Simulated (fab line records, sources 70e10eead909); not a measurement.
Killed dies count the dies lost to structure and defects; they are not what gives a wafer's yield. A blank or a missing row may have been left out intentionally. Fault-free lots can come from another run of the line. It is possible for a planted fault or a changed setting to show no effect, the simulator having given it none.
Matching of chambers / flow nand harc / NHARC_A_CHANNEL_HOLE_D2_ETCH_38 on rie diel-04 has 4 sister chambers
The step etches the open film in CF4, target depth 39 nm, time 65 s. 4 wafers are shown with their chamber, then 7 later ones without.

## EACH WAFER AND ITS CHAMBER
wafer=L293.3; chamber=0; drypump motor current A (A)=5.8
wafer=L299.6; chamber=3; drypump motor current A (A)=5.4
wafer=L301.2; chamber=2; drypump motor current A (A)=5.7
wafer=L301.5; chamber=1; drypump motor current A (A)=6.2

## WAFERS WITHOUT THEIR CHAMBER
wafer=L301.6; drypump motor current A (A)=5.7
wafer=L302.1; drypump motor current A (A)=5.7
wafer=L302.2; drypump motor current A (A)=5.8
wafer=L302.4; drypump motor current A (A)=5.4
wafer=L313.2; drypump motor current A (A)=6.2
wafer=L313.3; drypump motor current A (A)=5.8
wafer=L313.5; drypump motor current A (A)=5.3

## WHICH CHAMBER EACH WENT THROUGH
wafer=L301.6; from the rows above=2; in truth=2
wafer=L302.1; from the rows above=2; in truth=2
wafer=L302.2; from the rows above=0; in truth=0
wafer=L302.4; from the rows above=3; in truth=3
wafer=L313.2; from the rows above=1; in truth=1
wafer=L313.3; from the rows above=0; in truth=0
wafer=L313.5; from the rows above=3; in truth=3
Placed correctly: 7 of 7. Left unplaced by these rows: 0. Placed wrongly: 0.
How it was worked out, from the rows above alone: a wafer's distance from a chamber is the root of the sum, over the readings, of the square of ((its reading less the chamber's mean) divided by the reading's scatter). The wafer belongs to the nearest chamber; if the next one is less than 2 further off, it can't be placed. The mean given for a chamber averages the wafers shown for that chamber. The scatter: with one shown wafer a chamber, the root of the mean of the squares of how far each hidden wafer lies from its nearest shown one.
